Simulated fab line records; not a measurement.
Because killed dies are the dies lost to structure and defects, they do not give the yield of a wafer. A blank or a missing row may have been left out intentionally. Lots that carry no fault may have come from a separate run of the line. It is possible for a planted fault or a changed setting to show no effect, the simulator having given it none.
Matching of chambers | flow n5 finfet | rie si-02 running N5_FIN_CUT_CUT_ETCH_28: 4 sister chambers
The step etches Si in HBr/Cl2/O2, target depth 6 nm, time 2.4 s. 22 wafers are shown with their chamber, then 11 later ones without.

WAFERS PAIRED WITH THEIR CHAMBERS
wafer  | chamber | drypump motor current A (A) | oes product au (a.u.)
L075.3 | 3       | 6.6                         | 1.001
L075.4 | 0       | 6.2                         | 1.010
L075.5 | 0       | 6.2                         | 1.002
L077.2 | 0       | 6.3                         | 1.006
L077.4 | 2       | 6.1                         | 1.018
L077.5 | 3       | 6.6                         | 0.999
L082.1 | 0       | 6.3                         | 1.008
L082.2 | 1       | 5.2                         | 1.008
L082.4 | 2       | 6.0                         | 1.013
L083.1 | 2       | 6.0                         | 1.013
L083.2 | 0       | 6.2                         | 1.002
L083.5 | 0       | 6.2                         | 1.008
L085.3 | 0       | 6.3                         | 1.011
L085.5 | 1       | 5.2                         | 1.007
L085.6 | 2       | 6.0                         | 1.015
L086.1 | 2       | 6.0                         | 1.008
L086.4 | 0       | 6.3                         | 1.006
L086.5 | 1       | 5.2                         | 1.013
L087.1 | 3       | 6.6                         | 1.002
L087.5 | 2       | 6.0                         | 1.019
L087.6 | 1       | 5.2                         | 1.013
L092.3 | 0       | 6.3                         | 1.007

SIGNATURES, as means of the wafers listed above
reading                 | chamber 0 | chamber 1 | chamber 2 | chamber 3 | scatter within a chamber
drypump motor current A | 6.256     | 5.200     | 6.017     | 6.600     | 0.0412
oes product au          | 1.00667   | 1.01025   | 1.01433   | 1.00067   | 0.00327
Rule: a wafer's distance from a chamber is the root of the sum, over the readings, of the square of ((its reading less the chamber's mean) divided by the reading's scatter). The wafer belongs to the nearest chamber; if the next one is less than 2 further off, it can't be placed. The scatter: take each reading less its chamber's mean, square it, sum over the shown wafers, divide by the number of wafers less the number of chambers, and take the root.

WAFERS WHOSE CHAMBER IS MISSING
wafer  | drypump motor current A (A) | oes product au (a.u.)
L092.5 | 6.2                         | 1.004
L092.6 | 6.6                         | 1.002
L093.4 | 6.2                         | 1.012
L093.5 | 6.6                         | 0.994
L093.6 | 6.0                         | 1.013
L094.2 | 6.0                         | 1.012
L094.4 | 6.6                         | 1.003
L094.5 | 5.2                         | 1.010
L096.1 | 6.0                         | 1.008
L096.2 | 5.2                         | 1.009
L096.4 | 6.3                         | 0.999

WHICH CHAMBER EACH ONE RAN IN
wafer  | from the rows above | in truth
L092.5 | 0                   | 0
L092.6 | 3                   | 3
L093.4 | 0                   | 0
L093.5 | 3                   | 3
L093.6 | 2                   | 2
L094.2 | 2                   | 2
L094.4 | 3                   | 3
L094.5 | 1                   | 1
L096.1 | 2                   | 2
L096.2 | 1                   | 1
L096.4 | 0                   | 0
Correctly placed: 11 of 11. Can't be placed from these rows: 0. 0 placed wrongly.
